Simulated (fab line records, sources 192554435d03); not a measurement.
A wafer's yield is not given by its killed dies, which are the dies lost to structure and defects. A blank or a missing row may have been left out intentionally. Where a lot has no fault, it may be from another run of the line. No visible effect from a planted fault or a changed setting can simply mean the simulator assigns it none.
The same fault as seen by 2 desks :: flow n5-finfet :: every desk sees just its own numbers, and what lay behind them comes last

== AT THE METROLOGY DESK ==
What the gauges read, lot by lot, whatever tool the lot ran on: means of the sampled wafers that have a number. The brackets show how far a lot's mean lies from the usual mean; more than 4 standard deviations puts the lot out of limits, marked OUT.
Columns: A = V10_OVL at N5_BEOL_M11_OVL_MEAS_29, usual 0.0 nm; B = M12_ILD_THK at N5_BEOL_M12_THK_MEAS_01, usual 660 nm
lot: L597
first seen here: day 10 06:53
A: -0.0
B: 650

lot: L600
first seen here: day 11 06:35
A: 0.1
B: 664

lot: L601
first seen here: day 11 15:20
A: 0.5
B: 621 (-4.9) OUT

lot: L602
first seen here: day 11 19:56
A: -0.0
B: 636

lot: L608
first seen here: day 13 05:40
A: -0.3
B: 661

lot: L610
first seen here: day 13 11:12
A: 0.4
B: 657

lot: L611
first seen here: day 14 02:54
A: -0.6
B: 661

lot: L613
first seen here: day 14 16:13
A: -0.2
B: 666

lot: L617
first seen here: day 15 14:51
A: 0.5
B: 663

lot: L620
first seen here: day 15 21:47
A: -0.7
B: 667

lot: L616
first seen here: day 15 21:58
A: -0.6
B: 664
Per this desk, out of limits: L601; the first was L601, day 11 18:44 (M12_ILD_THK at N5_BEOL_M12_THK_MEAS_01). Within limits: L597, L600, L602, L608, L610, L611, L613, L617, L620, L616.

== FOR THE TOOL OWNER'S DESK: pecvd-02 ==
The tool's own readings at N5_BEOL_M12_ILD_DEP_00 (deposits SiOC from DEMS/O2, target thk 658.92 nm, time 130.7 s): means of the sampled wafers that have a number, for each lot that ran on this tool. The brackets show how far a lot's mean lies from the usual mean; more than 4 standard deviations puts the lot out of limits, marked OUT.
Columns: A = heater-power-outer-w at N5_BEOL_M12_ILD_DEP_00, usual 304 W; B = heater-power-w at N5_BEOL_M12_ILD_DEP_00, usual 537 W; C = showerhead-plenum-p-Torr at N5_BEOL_M12_ILD_DEP_00, usual 5.698 Torr; D = throttle-valve-pct at N5_BEOL_M12_ILD_DEP_00, usual 11.9 %
lot: L597
first seen here: day 10 10:52
A: 298
B: 543
C: 5.712
D: 12.0

lot: L600
first seen here: day 11 09:38
A: 300
B: 566
C: 5.701
D: 12.2

lot: L601
first seen here: day 11 18:36
A: 304
B: 552
C: 5.700
D: 11.9

lot: L602
first seen here: day 12 02:32
A: 298
B: 552
C: 5.698
D: 12.3

lot: L611
first seen here: day 14 06:05
A: 295
B: 542
C: 5.691
D: 11.9
Result from this desk: across the 5 lots, nothing is out of limits.

== TAKEN TOGETHER ==
L601 would have let the metrology desk raise an alarm at day 11 18:44.
Nothing out of limits was seen by the tool owner's desk.
On record at the tool owner's desk: L601, within its limits.
All the named lots went through N5_BEOL_M12_ILD_DEP_00 on pecvd-02.

== WHAT THE SIMULATOR HAD INSERTED ==
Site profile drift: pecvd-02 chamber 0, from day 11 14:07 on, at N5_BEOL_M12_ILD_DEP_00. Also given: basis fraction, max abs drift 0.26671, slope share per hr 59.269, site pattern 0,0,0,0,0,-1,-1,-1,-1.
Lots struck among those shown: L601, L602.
Per desk, hours elapsed from the start of the fault to the first reading out of limits: for the metrology desk, 5.
